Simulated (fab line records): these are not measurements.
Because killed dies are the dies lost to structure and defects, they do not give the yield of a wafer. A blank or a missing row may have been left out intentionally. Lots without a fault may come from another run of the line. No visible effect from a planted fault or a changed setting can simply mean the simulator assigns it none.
fab line records	flow n5_finfet
[record] lots = 24	wafers = 72	last_day = 18
route steps=1938 shown BEOL_M10@1505 BEOL_M11@1551
lots that met no fault: taken from a fault-free run of the same line
start_h: hours from the record's opening day to when the first of the lot's shown wafers began	wait_h: hours elapsed since this lot's preceding step	" identical to the entry in the row above	L1.1+2: several wafers, shown together as one row	- no value present, or no start provided	* or withheld: withheld	< > ~ a bound
route shown NAME@n: NAME is a module with steps in the file, n the number in the route of the first one	usual: mean/standard deviation of fault-free wafers	same: alike in all rows	chamber/n: place in a boat	sites: readings site by site	_std_site: standard deviation of those values	_edge_site: outer sites' mean less inner sites'	radius_mm: how far each site lies from the wafer's centre	mask NAME#n: copy n	behind: the last tool/chamber to shape the wafer	hold: cause of the lot's hold/its duration in hours/its outcome	device: the transistor (n, p or np) that didn't switch	end of line: the same wafers' tests at the end of the route	a step without rows: its recipe alone	killed: at the first sort, the dies lost to defects and structure; wafer yield is something else	map: a wafer's dies, marking killed ones x, the rest . and places with no die _
set.NAME: the setting the step ran with; set.NAME@STEP: the setting that earlier step ran with	model.NAME: the simulator's own value behind a step, which no gauge read
one table for each step of the route and one row for each wafer, over a sample of lots
services: when a tool's chamber went out of use (start_h, in hours from the record's first day, below 0 if earlier), for how many hours, and the reason
[[steps]]
[step N5_BEOL_M10_DESCUM_33]
[recipe] chemistry = O2	time_s = 7.9	source_power_w = 50	bias_power_w = 20	pressure_mtorr = 20	rf_frequency_hz = 2.712e+07	temp_c = 40	resist = CAR-ArF	o2_flow_sccm = 225
[usual] drypump_motor_current_A = 5.6/0.41	oes_product_au = 0.81/0.086	rf_vpp_V = 243.6/1.5	showerhead_plenum_p_Torr = 2.12/0.081	throttle_valve_pct = 20.47/0.25
lot.wafer	tool	chamber	start_h	wait_h	drypump_motor_current_A	oes_product_au	rf_hours_counter_h	rf_vpp_V	showerhead_plenum_p_Torr	throttle_valve_pct
L074.1	rie_diel-01	0	219.03	0.0	5.8	0.91	24	245.1	2.14	20.46
L074.5	"	1	"	"	5.0	0.67	-	243.1	2.15	20.89
L074.6	"	0	"	"	5.8	0.90	-	242.4	2.14	20.46
L075.3	rie_diel-01	1	227.13	0.0	5.0	0.67	241	243.1	2.15	20.89
L075.4	"	2	"	"	5.9	0.94	15	245.3	2.27	20.69
L075.6	"	0	"	"	5.8	0.90	-	244.3	2.14	20.46
L076.1	rie_diel-05	2	235.89	0.1	5.7	0.66	251	242.1	2.06	20.69
L076.3	"	1	"	"	5.6	0.76	135	243.3	2.04	20.74
L076.5	"	2	"	"	5.7	0.66	-	243.0	2.06	20.70
L077.1	rie_diel-03	3	236.54	0.0	5.4	0.78	106	245.2	2.20	20.43
L077.4	"	2	"	"	6.0	0.86	58	245.2	2.22	20.23
L077.5	"	3	"	"	5.4	0.79	-	245.5	2.20	20.42
L078.1	rie_diel-05	0	238.73	0.0	4.7	0.85	61	244.5	2.13	20.17
L078.3	"	3	"	"	6.3	0.87	44	241.7	2.07	20.06
L078.5	"	0	"	"	4.7	0.84	-	243.9	2.13	20.18
L079.2	rie_diel-01	2	256.99	0.0	5.9	0.92	26	243.5	2.27	20.72
L079.3	"	0	"	"	5.8	0.88	37	244.7	2.14	20.49
L079.6	"	3	"	"	5.6	0.74	-	243.1	2.11	20.31
L080.3	rie_diel-03	0	263.20	0.0	5.5	0.71	212	240.4	1.97	20.89
L080.5	"	2	"	"	6.0	0.84	-	246.1	2.22	20.23
L080.6	"	0	"	"	5.5	0.71	-	240.7	1.97	20.89
L081.1	rie_diel-03	1	272.18	0.0	5.0	0.89	28	245.3	2.20	20.18
L081.3	"	3	"	"	5.4	0.77	118	244.6	2.19	20.43
L081.6	"	2	"	"	6.0	0.84	-	244.9	2.22	20.21
L083.1	rie_diel-03	0	276.29	0.0	5.5	0.71	217	240.8	1.97	20.89
L083.2	"	1	"	"	5.0	0.88	30	243.6	2.20	20.17
L083.3	"	2	"	"	6.0	0.84	73	245.0	2.21	20.24
L082.1	rie_diel-03	3	295.03	0.5	5.4	0.76	125	243.8	2.19	20.45
L082.4	"	1	"	"	5.0	0.87	39	244.6	2.20	20.20
L082.5	"	3	"	"	5.4	0.76	-	243.9	2.19	20.45
L085.1	rie_diel-03	1	303.07	0.9	5.0	0.86	44	244.6	2.20	20.19
L085.3	"	3	"	"	5.4	0.75	129	246.4	2.19	20.48
L085.6	"	2	"	"	6.0	0.82	-	245.2	2.21	20.25
L089.2	rie_diel-01	2	309.24	0.2	5.9	0.87	50	244.6	2.26	20.75
L089.3	"	0	"	"	5.8	0.85	60	244.7	2.13	20.50
L089.5	"	0	"	"	5.8	0.85	-	242.0	2.13	20.50
L086.1	rie_diel-05	2	309.34	0.1	5.7	1.02	0	243.4	2.06	20.46
L086.3	"	1	"	"	5.6	0.75	153	240.0	2.03	20.76
L086.4	"	0	"	"	4.7	0.82	78	245.4	2.12	20.23
L088.3	rie_diel-03	0	309.54	0.3	5.5	0.70	233	239.7	1.97	20.91
L088.4	"	2	"	"	6.0	0.82	89	244.2	2.21	20.27
L088.5	"	1	"	"	5.0	0.86	-	244.9	2.19	20.21
L087.1	rie_diel-05	2	309.89	0.6	5.7	1.03	1	241.1	2.06	20.44
L087.2	"	0	"	"	4.7	0.82	78	243.2	2.12	20.20
L087.5	"	3	"	"	6.3	0.85	-	242.2	2.06	20.09
L084.2	rie_diel-05	3	310.36	0.8	6.3	0.86	61	242.7	2.06	20.09
L084.4	"	0	"	"	4.7	0.82	78	244.0	2.12	20.22
L084.5	"	1	"	"	5.6	0.75	-	242.2	2.03	20.76
L090.2	rie_diel-01	3	312.69	0.0	5.6	0.72	162	243.1	2.10	20.34
L090.5	"	1	"	"	5.0	0.92	-	244.9	2.14	20.43
L090.6	"	0	"	"	5.8	0.84	-	244.0	2.13	20.52
L092.1	rie_diel-03	2	342.75	0.0	6.0	0.81	100	244.6	2.20	20.28
L092.2	"	1	"	"	5.0	0.85	55	245.0	2.19	20.24
L092.5	"	0	"	"	5.5	0.69	-	241.9	1.96	20.92
L091.2	rie_diel-01	2	343.00	0.1	5.9	0.87	60	243.7	2.25	20.77
L091.5	"	3	"	"	5.5	0.71	-	243.6	2.10	20.34
L091.6	"	0	"	"	5.8	0.83	-	245.1	2.13	20.55
L093.3	rie_diel-03	1	349.47	0.1	5.0	0.84	59	244.3	2.19	20.22
L093.4	"	0	"	"	5.5	0.68	249	242.5	1.96	20.93
L093.6	"	2	"	"	6.0	0.81	-	244.9	2.20	20.28
L094.3	rie_diel-05	2	365.33	0.0	5.7	0.96	17	243.2	2.05	20.48
L094.4	"	1	"	"	5.6	0.73	170	241.1	2.03	20.77
L094.5	"	0	"	"	4.7	0.80	-	245.1	2.12	20.23
L095.1	rie_diel-05	0	365.86	0.4	4.7	0.80	96	244.0	2.12	20.23
L095.4	"	3	"	"	6.3	0.83	78	241.9	2.06	20.11
L095.6	"	1	"	"	5.6	0.74	-	241.4	2.03	20.77
L096.2	rie_diel-03	1	372.63	0.2	5.0	0.83	67	243.9	2.19	20.23
L096.3	"	3	"	"	5.4	0.73	158	244.5	2.18	20.50
L096.4	"	1	"	"	5.0	0.83	-	245.7	2.19	20.24
L097.1	rie_diel-01	2	375.31	0.1	5.9	0.84	73	246.3	2.25	20.80
L097.3	"	1	"	"	5.0	0.87	37	242.3	2.13	20.45
L097.6	"	3	"	"	5.6	0.70	-	243.3	2.09	20.36
[step N5_BEOL_M10_VIA_ETCH_34]
[recipe] chemistry = C4F6/O2	target = SiCOH_lowk	target_depth_a = 1845	mask_material = SOC	taper_deg = 4	time_s = 69.2	ion_energy_ev = 250	pressure_mtorr = 30	source_w = 345	bias_w = 185	Ar_flow_sccm = 300	C4F6_flow_sccm = 10	O2_flow_sccm = 10
[usual] drypump_motor_current_A = 5.6/0.41	oes_product_au = 0.81/0.088	rf_vpp_V = 669/20	showerhead_plenum_p_Torr = 2.89/0.11	throttle_valve_pct = 20.94/0.23
lot.wafer	tool	chamber	start_h	wait_h	drypump_motor_current_A	oes_product_au	rf_hours_counter_h	rf_vpp_V	showerhead_plenum_p_Torr	throttle_valve_pct
L074.1	rie_diel-01	0	219.24	0.0	5.7	0.90	24	658	2.92	21.00
L074.5	"	1	"	"	5.1	0.68	-	635	2.92	21.34
L074.6	"	0	"	"	5.7	0.90	-	656	2.92	21.02
L075.3	rie_diel-01	1	227.34	0.0	5.0	0.68	241	634	2.92	21.33
L075.4	"	2	"	"	5.9	0.94	15	657	3.03	21.01
L075.6	"	0	"	"	5.8	0.90	-	657	2.92	21.00
L076.1	rie_diel-05	2	236.10	0.0	5.7	0.66	251	639	2.76	20.95
L076.3	"	1	"	"	5.5	0.78	136	701	2.73	20.93
L076.5	"	2	"	"	5.7	0.66	-	638	2.76	20.94
L077.1	rie_diel-03	3	236.74	0.0	5.5	0.78	106	694	2.99	20.90
L077.4	"	2	"	"	6.0	0.87	58	686	3.02	20.78
L077.5	"	3	"	"	5.5	0.77	-	694	2.99	20.88
L078.1	rie_diel-05	0	238.94	0.0	4.7	0.85	61	650	2.91	20.72
L078.3	"	3	"	"	6.3	0.87	44	684	2.82	20.62
L078.5	"	0	"	"	4.7	0.84	-	650	2.91	20.73
L079.2	rie_diel-01	2	257.20	0.0	5.9	0.91	26	656	3.03	21.02
L079.3	"	0	"	"	5.8	0.87	38	656	2.92	21.02
L079.6	"	3	"	"	5.6	0.75	-	673	2.86	20.73
L080.3	rie_diel-03	0	263.41	0.0	5.5	0.70	212	659	2.72	21.46
L080.5	"	2	"	"	6.0	0.87	-	685	3.02	20.79
L080.6	"	0	"	"	5.5	0.70	-	660	2.72	21.48
L081.1	rie_diel-03	1	272.39	0.0	5.1	0.88	28	676	3.03	20.89
L081.3	"	3	"	"	5.5	0.77	118	692	2.98	20.92
L081.6	"	2	"	"	6.0	0.85	-	685	3.02	20.78
L083.1	rie_diel-03	0	276.50	0.0	5.5	0.69	217	661	2.72	21.48
L083.2	"	1	"	"	5.0	0.88	31	678	3.03	20.88
L083.3	"	2	"	"	6.0	0.86	73	685	3.02	20.78
L082.1	rie_diel-03	3	295.23	0.0	5.4	0.76	125	693	2.98	20.96
L082.4	"	1	"	"	5.0	0.87	39	676	3.02	20.89
L082.5	"	3	"	"	5.4	0.76	-	692	2.98	20.95
L085.1	rie_diel-03	1	303.28	0.0	5.0	0.85	44	676	3.02	20.90
L085.3	"	3	"	"	5.4	0.75	129	694	2.98	20.95
L085.6	"	2	"	"	6.0	0.83	-	683	3.01	20.81
L089.2	rie_diel-01	2	309.45	0.0	5.9	0.87	50	657	3.02	21.03
L089.3	"	0	"	"	5.8	0.83	60	657	2.91	21.07
L089.5	"	0	"	"	5.8	0.84	-	656	2.91	21.07
L086.1	rie_diel-05	2	309.55	0.0	5.8	1.02	1	637	2.76	20.67
L086.3	"	1	"	"	5.6	0.76	153	700	2.72	20.93
L086.4	"	0	"	"	4.7	0.82	78	650	2.90	20.74
L088.3	rie_diel-03	0	309.75	0.0	5.5	0.68	233	661	2.71	21.50
L088.4	"	2	"	"	6.0	0.83	89	685	3.01	20.79
L088.5	"	1	"	"	5.0	0.85	-	677	3.02	20.90
L087.1	rie_diel-05	2	310.10	0.0	5.7	1.02	1	639	2.76	20.67
L087.2	"	0	"	"	4.7	0.81	78	650	2.90	20.75
L087.5	"	3	"	"	6.3	0.85	-	684	2.81	20.65
L084.2	rie_diel-05	3	310.56	0.0	6.3	0.85	61	684	2.81	20.63
L084.4	"	0	"	"	4.7	0.82	78	650	2.90	20.75
L084.5	"	1	"	"	5.6	0.76	-	702	2.72	20.95
L090.2	rie_diel-01	3	312.90	0.0	5.6	0.73	162	672	2.85	20.77
L090.5	"	1	"	"	5.1	0.94	-	635	2.91	20.93
L090.6	"	0	"	"	5.8	0.84	-	655	2.91	21.04
L092.1	rie_diel-03	2	342.96	0.0	6.0	0.81	100	684	3.00	20.83
L092.2	"	1	"	"	5.0	0.84	55	677	3.01	20.91
L092.5	"	0	"	"	5.5	0.67	-	661	2.70	21.52
L091.2	rie_diel-01	2	343.20	0.0	6.0	0.86	60	655	3.01	21.06
L091.5	"	3	"	"	5.6	0.71	-	673	2.84	20.78
L091.6	"	0	"	"	5.8	0.82	-	656	2.90	21.05
L093.3	rie_diel-03	1	349.68	0.0	5.0	0.83	59	676	3.01	20.93
L093.4	"	0	"	"	5.5	0.67	249	660	2.70	21.53
L093.6	"	2	"	"	6.0	0.81	-	682	3.00	20.82
L094.3	rie_diel-05	2	365.54	0.0	5.7	0.95	17	639	2.75	20.71
L094.4	"	1	"	"	5.6	0.74	170	701	2.71	20.98
L094.5	"	0	"	"	4.7	0.79	-	650	2.89	20.79
L095.1	rie_diel-05	0	366.07	0.0	4.7	0.79	96	649	2.89	20.76
L095.4	"	3	"	"	6.3	0.83	78	685	2.81	20.66
L095.6	"	1	"	"	5.6	0.74	-	702	2.71	20.98
L096.2	rie_diel-03	1	372.84	0.0	5.0	0.83	68	676	3.01	20.94
L096.3	"	3	"	"	5.4	0.73	158	694	2.96	20.99
L096.4	"	1	"	"	5.0	0.82	-	676	3.01	20.92
L097.1	rie_diel-01	2	375.52	0.0	5.9	0.84	73	656	3.00	21.08
L097.3	"	1	"	"	5.0	0.88	37	636	2.90	20.96
L097.6	"	3	"	"	5.6	0.71	-	673	2.84	20.79
[step N5_BEOL_M10_SURFACE_TREAT_76]
[recipe] gas = Ar	time_s = *	ion_energy_ev = *	ion_current_ma_cm2 = 0.5	pressure_mtorr = *	ar_flow_sccm = 30
[usual] throttle_valve_pct = *
lot.wafer	tool	chamber	start_h	wait_h	throttle_valve_pct
L074.1	pvd_sputter-03	-	220.85	0.2	*
L074.5	"	-	"	"	*
L074.6	"	-	"	"	*
L075.3	pvd_sputter-01	-	228.69	0.2	*
L075.4	"	-	"	"	*
L075.6	"	-	"	"	*
L076.1	pvd_sputter-02	-	239.04	1.5	*
L076.3	"	-	"	"	*
L076.5	"	-	"	"	*
L077.1	pvd_sputter-01	-	239.59	0.2	*
L077.4	"	-	"	"	*
L077.5	"	-	"	"	*
L078.1	pvd_sputter-03	-	240.47	0.3	*
L078.3	"	-	"	"	*
L078.5	"	-	"	"	*
L079.2	pvd_sputter-01	-	258.87	0.2	*
L079.3	"	-	"	"	*
L079.6	"	-	"	"	*
L080.3	pvd_sputter-02	-	264.88	0.2	*
L080.5	"	-	"	"	*
L080.6	"	-	"	"	*
L081.1	pvd_sputter-01	-	273.87	0.2	*
L081.3	"	-	"	"	*
L081.6	"	-	"	"	*
L083.1	pvd_sputter-03	-	278.25	0.4	*
L083.2	"	-	"	"	*
L083.3	"	-	"	"	*
L082.1	pvd_sputter-02	-	297.50	0.3	*
L082.4	"	-	"	"	*
L082.5	"	-	"	"	*
L085.1	pvd_sputter-02	-	306.35	0.2	*
L085.3	"	-	"	"	*
L085.6	"	-	"	"	*
L089.2	pvd_sputter-02	-	310.86	0.4	*
L089.3	"	-	"	"	*
L089.5	"	-	"	"	*
L088.3	pvd_sputter-02	-	311.15	0.4	*
L088.4	"	-	"	"	*
L088.5	"	-	"	"	*
L086.1	pvd_sputter-02	-	311.56	0.5	*
L086.3	"	-	"	"	*
L086.4	"	-	"	"	*
L087.1	pvd_sputter-02	-	311.60	0.5	*
L087.2	"	-	"	"	*
L087.5	"	-	"	"	*
L084.2	pvd_sputter-02	-	313.62	0.2	*
L084.4	"	-	"	"	*
L084.5	"	-	"	"	*
L090.2	pvd_sputter-03	-	314.13	0.2	*
L090.5	"	-	"	"	*
L090.6	"	-	"	"	*
L092.1	pvd_sputter-03	-	344.44	0.2	*
L092.2	"	-	"	"	*
L092.5	"	-	"	"	*
L091.2	pvd_sputter-03	-	344.70	0.2	*
L091.5	"	-	"	"	*
L091.6	"	-	"	"	*
L093.3	pvd_sputter-03	-	351.90	0.2	*
L093.4	"	-	"	"	*
L093.6	"	-	"	"	*
L094.3	pvd_sputter-01	-	367.23	0.3	*
L094.4	"	-	"	"	*
L094.5	"	-	"	"	*
L095.1	pvd_sputter-01	-	367.97	0.6	*
L095.4	"	-	"	"	*
L095.6	"	-	"	"	*
L096.2	pvd_sputter-02	-	374.64	0.2	*
L096.3	"	-	"	"	*
L096.4	"	-	"	"	*
L097.1	pvd_sputter-02	-	377.92	0.3	*
L097.3	"	-	"	"	*
L097.6	"	-	"	"	*
[step N5_BEOL_M11_INSPECT_13]
[recipe] mode = adi	inspect_instrument = brightfield
[usual] raw_defect_count = 405/97
lot.wafer	tool	chamber	start_h	wait_h	raw_defect_count
L074.1	defect_inspect-02	-	225.30	0.0	290
L074.5	"	-	"	"	243
L074.6	"	-	"	"	334
L075.3	defect_inspect-02	-	231.85	0.0	432
L075.4	"	-	"	"	378
L075.6	"	-	"	"	360
L076.1	defect_inspect-01	-	243.11	0.0	640
L076.3	"	-	"	"	488
L076.5	"	-	"	"	423
L077.1	defect_inspect-02	-	243.27	0.0	456
L077.4	"	-	"	"	333
L077.5	"	-	"	"	392
L078.1	defect_inspect-02	-	243.78	0.0	494
L078.3	"	-	"	"	343
L078.5	"	-	"	"	296
L079.2	defect_inspect-01	-	264.54	0.0	302
L079.3	"	-	"	"	395
L079.6	"	-	"	"	357
L080.3	defect_inspect-01	-	272.32	0.0	356
L080.5	"	-	"	"	509
L080.6	"	-	"	"	604
L081.1	defect_inspect-01	-	277.49	0.0	310
L081.3	"	-	"	"	587
L081.6	"	-	"	"	431
L083.1	defect_inspect-01	-	281.26	0.0	574
L083.2	"	-	"	"	504
L083.3	"	-	"	"	506
L082.1	defect_inspect-01	-	300.28	0.0	434
L082.4	"	-	"	"	332
L082.5	"	-	"	"	341
L085.1	defect_inspect-01	-	310.02	0.0	401
L085.3	"	-	"	"	657
L085.6	"	-	"	"	355
L089.2	defect_inspect-01	-	317.12	0.0	497
L089.3	"	-	"	"	435
L089.5	"	-	"	"	288
L088.3	defect_inspect-02	-	317.30	0.0	335
L088.4	"	-	"	"	349
L088.5	"	-	"	"	321
L086.1	defect_inspect-02	-	317.46	0.0	364
L086.3	"	-	"	"	312
L086.4	"	-	"	"	283
L087.1	defect_inspect-02	-	317.49	0.0	561
L087.2	"	-	"	"	316
L087.5	"	-	"	"	317
L084.2	defect_inspect-01	-	317.66	0.0	554
L084.4	"	-	"	"	454
L084.5	"	-	"	"	521
L090.2	defect_inspect-02	-	317.70	0.0	245
L090.5	"	-	"	"	273
L090.6	"	-	"	"	399
L092.1	defect_inspect-01	-	347.86	0.0	536
L092.2	"	-	"	"	399
L092.5	"	-	"	"	336
L091.2	defect_inspect-01	-	348.08	0.0	437
L091.5	"	-	"	"	379
L091.6	"	-	"	"	479
L093.3	defect_inspect-01	-	354.71	0.0	346
L093.4	"	-	"	"	437
L093.6	"	-	"	"	405
L094.3	defect_inspect-02	-	372.52	0.0	300
L094.4	"	-	"	"	357
L094.5	"	-	"	"	304
L095.1	defect_inspect-01	-	372.75	0.0	600
L095.4	"	-	"	"	586
L095.6	"	-	"	"	508
L096.2	defect_inspect-01	-	378.89	0.0	325
L096.3	"	-	"	"	383
L096.4	"	-	"	"	239
L097.1	defect_inspect-02	-	380.44	0.0	521
L097.3	"	-	"	"	360
L097.6	"	-	"	"	252
[step N5_BEOL_M11_STRIP_77]
[recipe] chemistry = N2/H2	time_s = 10	power_w = 450	temp_c = 40	pressure_mtorr = 20	rf_frequency_hz = 6e+07	bias_power_w = 7	n2_flow_sccm = 200	h2_flow_sccm = 200
[usual] drypump_motor_current_A = 5.6/0.37	oes_product_au = 0.79/0.084	rf_vpp_V = 59.3/0.8	showerhead_plenum_p_Torr = 2.54/0.095	throttle_valve_pct = 23.75/0.29
lot.wafer	tool	chamber	start_h	wait_h	drypump_motor_current_A	oes_product_au	rf_hours_counter_h	rf_vpp_V	showerhead_plenum_p_Torr	throttle_valve_pct
L074.1	rie_diel-04	1	-	-	5.0	0.67	243	58.7	2.50	23.87
L074.5	"	1	"	"	5.0	0.66	-	59.0	2.50	23.88
L074.6	"	3	"	"	5.4	0.71	-	60.7	2.63	23.59
L075.3	rie_diel-04	2	-	-	5.7	0.72	182	59.6	2.41	23.31
L075.4	"	0	"	"	5.7	0.83	67	58.9	2.47	23.80
L075.6	"	1	"	"	5.0	0.66	-	59.8	2.50	23.87
L076.1	rie_diel-02	2	-	-	5.8	0.89	32	59.0	2.47	23.26
L076.3	"	1	"	"	6.0	0.70	223	59.5	2.49	23.63
L076.5	"	1	"	"	6.0	0.71	-	59.3	2.49	23.64
L077.1	rie_diel-06	3	-	-	5.2	0.85	58	58.7	2.71	23.54
L077.4	"	1	"	"	5.4	0.82	82	59.3	2.46	23.87
L077.5	"	1	"	"	5.4	0.81	-	58.7	2.46	23.86
L078.1	rie_diel-02	2	-	-	5.8	0.89	33	59.0	2.47	23.26
L078.3	"	3	"	"	5.7	0.85	61	59.5	2.69	24.31
L078.5	"	3	"	"	5.7	0.85	-	59.2	2.69	24.28
L079.2	rie_diel-06	2	-	-	6.1	0.76	154	59.2	2.54	23.75
L079.3	"	1	"	"	5.5	0.81	87	59.9	2.46	23.88
L079.6	"	0	"	"	5.6	0.73	-	59.5	2.65	24.07
L080.3	rie_diel-04	3	-	-	5.4	0.70	226	58.4	2.62	23.60
L080.5	"	3	"	"	5.4	0.70	-	58.8	2.62	23.61
L080.6	"	0	"	"	5.6	0.82	-	59.5	2.47	23.82
L081.1	rie_diel-02	0	-	-	4.8	0.98	7	58.4	2.51	23.92
L081.3	"	2	"	"	5.8	0.89	41	60.0	2.46	23.28
L081.6	"	0	"	"	4.8	0.98	-	60.0	2.51	23.91
L083.1	rie_diel-06	3	-	-	5.2	0.84	64	59.9	2.71	23.54
L083.2	"	1	"	"	5.4	0.81	92	60.0	2.45	23.90
L083.3	"	2	"	"	6.1	0.75	159	60.2	2.54	23.77
L082.1	rie_diel-02	3	-	-	5.7	0.84	79	59.2	2.69	24.32
L082.4	"	1	"	"	6.0	0.70	240	58.8	2.48	23.67
L082.5	"	2	"	"	5.8	0.88	-	59.3	2.46	23.28
L085.1	rie_diel-04	0	-	-	5.6	0.81	89	60.5	2.46	23.81
L085.3	"	1	"	"	5.0	0.92	14	59.4	2.49	23.42
L085.6	"	0	"	"	5.7	0.81	-	59.5	2.46	23.82
L084.2	rie_diel-02	1	-	-	6.0	0.69	246	59.2	2.48	23.69
L084.4	"	2	"	"	5.8	0.87	55	59.3	2.46	23.30
L084.5	"	3	"	"	5.7	0.82	-	58.2	2.68	24.33
L088.3	rie_diel-04	2	-	-	5.7	0.69	205	57.6	2.40	23.33
L088.4	"	3	"	"	5.4	0.69	238	59.9	2.62	23.61
L088.5	"	0	"	"	5.6	0.80	-	57.1	2.46	23.82
L087.1	rie_diel-06	2	-	-	6.1	0.74	169	60.1	2.54	23.79
L087.2	"	3	"	"	5.2	0.82	76	60.8	2.70	23.56
L087.5	"	3	"	"	5.2	0.82	-	61.3	2.70	23.54
L089.2	rie_diel-04	1	-	-	5.0	0.90	16	60.6	2.49	23.42
L089.3	"	0	"	"	5.6	0.80	92	60.6	2.46	23.82
L089.5	"	0	"	"	5.6	0.80	-	58.8	2.46	23.82
L090.2	rie_diel-02	3	-	-	5.7	0.82	84	59.7	2.68	24.33
L090.5	"	3	"	"	5.7	0.82	-	59.1	2.68	24.32
L090.6	"	2	"	"	5.8	0.86	-	59.1	2.46	23.30
L086.1	rie_diel-02	2	-	-	5.8	0.86	57	60.5	2.46	23.29
L086.3	"	3	"	"	5.7	0.81	86	60.2	2.68	24.33
L086.4	"	1	"	"	6.0	0.69	247	60.1	2.48	23.69
L092.1	rie_diel-06	0	-	-	5.6	0.72	201	58.5	2.64	24.12
L092.2	"	2	"	"	6.1	0.74	176	58.9	2.53	23.78
L092.5	"	3	"	"	5.2	0.82	-	59.4	2.70	23.57
L091.2	rie_diel-04	0	-	-	5.6	0.79	100	59.5	2.46	23.83
L091.5	"	0	"	"	5.6	0.79	-	60.2	2.46	23.83
L091.6	"	1	"	"	5.0	0.90	-	59.5	2.48	23.41
L093.3	rie_diel-02	3	-	-	5.7	0.81	97	60.1	2.68	24.35
L093.4	"	2	"	"	5.8	0.85	68	60.1	2.45	23.31
L093.6	"	1	"	"	6.0	1.02	-	60.4	2.47	23.44
L094.3	rie_diel-06	2	-	-	6.1	0.73	183	59.5	2.53	23.80
L094.4	"	3	"	"	5.2	0.80	91	59.5	2.69	23.59
L094.5	"	2	"	"	6.1	0.73	-	58.4	2.53	23.77
L095.1	rie_diel-06	3	-	-	5.2	0.81	92	60.2	2.69	23.59
L095.4	"	2	"	"	6.1	0.73	183	59.3	2.53	23.78
L095.6	"	3	"	"	5.2	0.81	-	59.1	2.69	23.58
L097.1	rie_diel-06	2	-	-	6.1	0.73	185	57.8	2.53	23.80
L097.3	"	1	"	"	5.5	0.78	121	58.9	2.44	23.92
L097.6	"	2	"	"	6.1	0.73	-	58.7	2.53	23.79
L096.2	rie_diel-06	0	-	-	5.6	0.71	212	57.6	2.64	24.12
L096.3	"	2	"	"	6.1	0.73	185	59.5	2.53	23.78
L096.4	"	1	"	"	5.4	0.79	122	58.5	2.44	23.93
[step N5_BEOL_M11_DEGAS_44]
[recipe] ambient = vacuum	temp_c = 250	time_s = 60
[usual] heater_power_w = 330/29	susceptor_temp_C = 249.97/0.19
lot.wafer	tool	chamber	start_h	wait_h	heater_power_w	susceptor_temp_C
L074.1	pvd_sputter-01	-	228.61	0.3	303	250.02
L074.5	"	-	"	"	323	249.71
L074.6	"	-	"	"	351	250.03
L075.3	pvd_sputter-02	-	236.04	0.6	339	250.31
L075.4	"	-	"	"	351	249.98
L075.6	"	-	"	"	326	250.25
L076.1	pvd_sputter-01	-	246.93	0.7	348	250.03
L076.3	"	-	"	"	365	250.10
L076.5	"	-	"	"	341	250.03
L077.1	pvd_sputter-03	-	247.44	0.3	291	250.10
L077.4	"	-	"	"	278	250.05
L077.5	"	-	"	"	375	250.06
L078.1	pvd_sputter-02	-	247.82	0.5	338	249.96
L078.3	"	-	"	"	349	249.99
L078.5	"	-	"	"	352	250.06
L079.2	pvd_sputter-03	-	266.84	0.3	286	249.85
L079.3	"	-	"	"	381	250.30
L079.6	"	-	"	"	273	249.91
L080.3	pvd_sputter-01	-	277.21	0.2	351	250.00
L080.5	"	-	"	"	351	249.92
L080.6	"	-	"	"	329	250.20
L081.1	pvd_sputter-02	-	279.73	0.4	355	249.82
L081.3	"	-	"	"	276	250.12
L081.6	"	-	"	"	332	249.91
L083.1	pvd_sputter-01	-	284.42	0.5	325	249.67
L083.2	"	-	"	"	286	250.10
L083.3	"	-	"	"	362	250.04
L082.1	pvd_sputter-01	-	303.98	0.5	296	249.90
L082.4	"	-	"	"	318	249.94
L082.5	"	-	"	"	352	250.06
L085.1	pvd_sputter-01	-	313.78	0.3	345	249.57
L085.3	"	-	"	"	297	249.97
L085.6	"	-	"	"	330	250.05
L084.2	pvd_sputter-01	-	324.12	0.5	346	249.81
L084.4	"	-	"	"	366	249.81
L084.5	"	-	"	"	295	249.77
L088.3	pvd_sputter-01	-	324.56	0.6	303	249.87
L088.4	"	-	"	"	341	250.36
L088.5	"	-	"	"	326	250.08
L087.1	pvd_sputter-01	-	324.68	0.7	329	250.16
L087.2	"	-	"	"	352	249.79
L087.5	"	-	"	"	329	250.36
L089.2	pvd_sputter-01	-	324.84	0.5	301	249.72
L089.3	"	-	"	"	346	250.09
L089.5	"	-	"	"	326	249.88
L090.2	pvd_sputter-01	-	325.56	1.0	300	249.92
L090.5	"	-	"	"	293	250.17
L090.6	"	-	"	"	361	249.78
L086.1	pvd_sputter-01	-	329.90	0.7	331	250.06
L086.3	"	-	"	"	297	250.01
L086.4	"	-	"	"	342	250.14
L092.1	pvd_sputter-03	-	349.90	0.3	279	250.13
L092.2	"	-	"	"	318	249.82
L092.5	"	-	"	"	378	249.74
L091.2	pvd_sputter-01	-	351.42	1.3	344	250.24
L091.5	"	-	"	"	322	249.84
L091.6	"	-	"	"	364	249.98
L093.3	pvd_sputter-02	-	357.33	0.2	328	250.48
L093.4	"	-	"	"	325	250.06
L093.6	"	-	"	"	275	250.23
L094.3	pvd_sputter-01	-	374.85	0.2	359	250.02
L094.4	"	-	"	"	324	250.24
L094.5	"	-	"	"	333	250.23
L095.1	pvd_sputter-02	-	375.52	0.5	329	249.72
L095.4	"	-	"	"	352	249.90
L095.6	"	-	"	"	360	249.74
L097.1	pvd_sputter-03	-	383.60	0.6	273	249.82
L097.3	"	-	"	"	280	249.71
L097.6	"	-	"	"	292	249.73
L096.2	pvd_sputter-01	-	384.07	0.4	331	250.07
L096.3	"	-	"	"	372	249.89
L096.4	"	-	"	"	295	250.01
[[services]]
tool	chamber	start_h	hours	kind
rie_diel-04	0	222.79	11.3	repair
rie_diel-04	2	228.08	2.4	repair
rie_diel-01	3	233.35	4.4	repair
rie_diel-02	0	234.65	-	clean
rie_diel-02	0	234.65	-	consumable_replace:focus_ring
rie_diel-05	2	248.24	5.7	repair
rie_diel-01	1	255.78	-	clean
rie_diel-01	1	255.78	-	consumable_replace:focus_ring
rie_diel-01	1	255.78	26.3	scheduled_down
rie_diel-01	1	255.78	26.3	vent_cycle
rie_diel-03	1	260.43	9.6	repair
rie_diel-03	3	273.20	6.0	repair
rie_diel-05	-	280.28	28.1	pm
rie_diel-06	2	299.45	8.1	repair
rie_diel-03	1	316.51	4.1	repair
pvd_sputter-03	-	316.53	4.6	repair
rie_diel-06	0	337.05	4.8	repair
rie_diel-03	2	343.20	4.2	repair
rie_diel-03	0	353.85	-	clean
rie_diel-03	0	353.85	-	consumable_replace:focus_ring
rie_diel-03	0	353.85	-	consumable_replace:showerhead
rie_diel-03	0	353.85	22.0	scheduled_down
rie_diel-03	0	353.85	22.0	vent_cycle
pvd_sputter-02	-	361.06	3.8	repair
[[key]]
fault none
